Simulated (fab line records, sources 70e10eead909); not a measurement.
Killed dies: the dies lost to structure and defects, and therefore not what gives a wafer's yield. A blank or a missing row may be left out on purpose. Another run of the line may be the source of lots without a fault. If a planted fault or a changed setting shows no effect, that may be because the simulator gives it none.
Problem report, 8D (eight disciplines) form, completed by code    flow nand-harc    the parts of the form that need people (team, actions taken, sign-off) are left out

== 1. WHAT IS WRONG ==
rf-fwd-power-W at NHARC_A_STAIRCASE_DEP_325 reads a mean of 559.7 W on 6 wafers of 2 lots; wafers without a fault read 499.6 W with a standard deviation of 1.4. That is +43 standard deviations from the usual mean.
The step: deposits SiO2, target thk 7200 nm.
First observed at day 27 12:52: wafer L592.1, on pecvd-03. Wafers with a number at this step in the record: 36, from 12 lots. Rule for "out", or "out of limits": more than 4 standard deviations from the usual mean. Any other wafer with a number is counted as sound.

== 2. WHAT THIS IS AND IS NOT ==
question                     is                      is not
which readings at this step  rf-fwd-power-W          heater-power-w
which lots                   L592, L594              L571, L572, L573, L574, L577, L578, L580, L582, L583, L584
which wafers of those lots   all that have a number  -
read on which tools          pecvd-03                pecvd-02
when                         from day 27 12:52       up to then (30 sound wafers)

== 3. SUSPECTS, AND WHAT RULES EACH OUT ==
Counting: any tool at a process step up to the reading is kept as a suspect provided that every lot that is out went through it and no sound lot did after the first of them.
- rie-diel-08 at NHARC_A_STAIRCASE_HM_OPEN_463 (chemistry O2/COS): kept. Every lot that is out went through it, starting with L592 (day 27 12:52), and after that it ran no sound lot; the last sound lot it ran before then is L584 (day 23 18:15). NHARC_A_STAIRCASE_HM_OPEN_463 gives no start for some lots, so the hours and the order of its lots are those of NHARC_A_STAIRCASE_DEP_325.
- rie-diel-08 at NHARC_A_STAIRCASE_STRIP_316 (strips in O2): kept. Every lot that is out went through it, starting with L592 (day 27 12:52), and after that it ran no sound lot; the last sound lot it ran before then is L584 (day 23 18:15). NHARC_A_STAIRCASE_STRIP_316 gives no start for some lots, so the hours and the order of its lots are those of NHARC_A_STAIRCASE_DEP_325.
- pecvd-03 at NHARC_A_STAIRCASE_DEP_325 (deposits SiO2, target thk 7200 nm): kept. Every lot that is out went through it, starting with L592 (day 27 12:52), and after that it ran no sound lot; the last sound lot it ran before then is L583 (day 23 18:14). Its own readings are out on those wafers: rf-fwd-power-W.
rie-diel-08 at NHARC_A_STAIRCASE_HM_OPEN_463, rie-diel-08 at NHARC_A_STAIRCASE_STRIP_316 and pecvd-03 at NHARC_A_STAIRCASE_DEP_325 are what is left after counting.

== 4. THE CAUSE (what the simulator had put in) ==
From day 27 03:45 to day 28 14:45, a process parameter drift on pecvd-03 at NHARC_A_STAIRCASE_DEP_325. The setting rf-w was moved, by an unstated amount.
This tool is one of the 3 suspects left after counting.

== 5. SEQUENCE OF EFFECTS, ordered by route ==
Each row: a reading where the mean over the struck wafers with a number is more than 3 standard deviations away from the usual. Scope: only readings with a usual standard deviation given in the record; hours: median across lots of the time from each lot's start at the first step in this table that gives one to its start at this step; sigmas: change in usual standard deviations.
hours  step                       reading         usual    on struck wafers  change  sigmas
0      NHARC_A_STAIRCASE_DEP_325  rf-fwd-power-W  499.6 W  559.7             +60.1   +43
Its process steps:
- NHARC_A_STAIRCASE_DEP_325: deposits SiO2, target thk 7200 nm.

== 6. HOW IT WOULD HAVE BEEN CAUGHT EARLIER ==
The fault began at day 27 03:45; the first out-of-limits reading in this record came at day 27 12:52, 9 hours later.
